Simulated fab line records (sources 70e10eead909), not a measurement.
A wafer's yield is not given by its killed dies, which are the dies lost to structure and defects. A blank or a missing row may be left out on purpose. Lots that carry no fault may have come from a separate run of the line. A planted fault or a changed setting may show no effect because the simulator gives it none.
Struck lot and sound lot, side by side -- flow nand-harc -- 14 steps out of a route of 1302
Sound: wafers L182.3, L182.5, L182.6. Wafers L194.1, L194.2, L194.3 were the ones struck. The cause is named last.
For every step that has rows: the tool of each side, followed by ch and its chambers, followed by its first start. Under that, the readings that differ: sound wafers -- struck wafers -- difference of the means -- sigmas: that difference in standard deviations of wafers without a fault.
alike: same words and numbers on both sides, and readings whose means sit less than 2 such deviations apart. not compared: any withheld reading, any reading some wafer has no value for, any bound like >300 that may hide the same value, and any number with overlapping values for which the record gives no deviation.
A row with sigmas, a row that says differs or no value, or rows on one side alone: a step with any of these is where the two part. When numbers do not overlap yet have no deviation, they are printed without sigmas and do not part them. A reading missing from all wafers of one side parts the sides only when that side holds two or more wafers.

NHARC_A_STAIRCASE_TRIM_26: chemistry O2, time 211.2 s.
  sound: rie-diel-01 ch 0,2,3; struck: rie-diel-09 ch 0,2,3
  alike: drypump-motor-current-A, oes-product-au, rf-vpp-V, showerhead-plenum-p-Torr, throttle-valve-pct
  not compared: rf-hours-counter-h
NHARC_A_STAIRCASE_ETCH_27: etches the open film in C4F8/O2, target depth 100 nm, time 40.5 s.
  sound: rie-diel-01 ch 0,1; struck: rie-diel-09 ch 0,1,2
  alike: oes-product-au, rf-vpp-V
  not compared: rf-hours-counter-h
NHARC_A_STAIRCASE_STRIP_175: strips in O2.
  sound on plasma-asher-01 ch 0,1, day 16 15:05; struck on plasma-asher-02 ch 0,1, day 22 04:49
  alike: drypump-motor-current-A, heater-power-w
  not compared: rf-hours-counter-h
then, 8 steps without rows for these wafers: NHARC_A_STAIRCASE_STRIP_148 (strips in SPM, time 900 s); NHARC_A_STAIRCASE_PRECLEAN_149 (cleans in SC1); NHARC_A_STAIRCASE_SRD_150; NHARC_A_STAIRCASE_DEHYDRATE_176 (time 120 s); NHARC_A_STAIRCASE_HMDS_177 (time 30 s); NHARC_A_STAIRCASE_COAT_178; NHARC_A_STAIRCASE_SOFTBAKE_179 (time 170 s); NHARC_A_STAIRCASE_EBR_180.
NHARC_A_STAIRCASE_EXPOSE_181: exposes mask STAIR 2.
  sound on krf-scanner-02 ch 0, day 16 16:10; struck on krf-scanner-04 ch 0, day 22 05:56
reading,sound,struck,difference,sigmas
exposure-dose-mJ-cm2,27.864 27.868 27.841,27.324 27.317 27.338,-0.531,-20
  alike: mask
then, 2 steps without rows for these wafers: NHARC_A_STAIRCASE_PEB_182 (peb time 130 s); NHARC_END_SORT_01.

## WHERE THEY PART
NHARC_A_STAIRCASE_EXPOSE_181 only, going by this record.

WHY: whatever the simulator had introduced
Process parameters drifting: krf-scanner-04 at NHARC_A_STAIRCASE_EXPOSE_181, beginning at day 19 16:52. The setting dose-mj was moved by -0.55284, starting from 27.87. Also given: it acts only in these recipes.
